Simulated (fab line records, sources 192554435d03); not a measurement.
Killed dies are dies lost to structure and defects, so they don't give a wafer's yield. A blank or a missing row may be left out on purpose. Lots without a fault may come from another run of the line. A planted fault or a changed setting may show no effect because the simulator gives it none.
Chamber matching | flow n5_finfet | N5_BEOL_M10_ILD_DEP_00 on pecvd-04: 3 sister chambers
The step deposits SiCOH lowk from DEMS/porogen, target thk 308.51 nm, time 58 s. 3 wafers are shown with their chamber, then 8 later ones without.

WAFERS WITH THEIR CHAMBER
wafer  | chamber | throttle_valve_pct (%)
L582.5 | 2       | 13.1
L588.6 | 1       | 13.5
L587.1 | 0       | 14.8

WAFERS WITHOUT THEIR CHAMBER
wafer  | throttle_valve_pct (%)
L587.3 | 13.4
L587.5 | 13.4
L589.3 | 13.1
L589.4 | 13.9
L589.6 | 13.7
L592.2 | 12.8
L592.4 | 13.1
L592.6 | 13.4

WHICH CHAMBER EACH WENT THROUGH
wafer  | from the rows above     | in truth
L587.3 | can't be placed: 1 or 2 | 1
L587.5 | can't be placed: 1 or 2 | 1
L589.3 | 2                       | 2
L589.4 | 1                       | 1
L589.6 | 1                       | 1
L592.2 | 2                       | 2
L592.4 | 2                       | 2
L592.6 | can't be placed: 1 or 2 | 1
Placed correctly: 5 of 8. Can't be placed from these rows: 3 (the true chamber is among the candidates in 3). Placed wrongly: 0.
How it was worked out, from the rows above alone: a wafer's distance from a chamber is the root of the sum, over the readings, of the square of ((its reading less the chamber's mean) divided by the reading's scatter). The wafer belongs to the nearest chamber; if the next one is less than 2 further off, it can't be placed. A chamber's mean is the mean of its shown wafers. The scatter: with one shown wafer a chamber, the root of the mean of the squares of how far each hidden wafer lies from its nearest shown one.
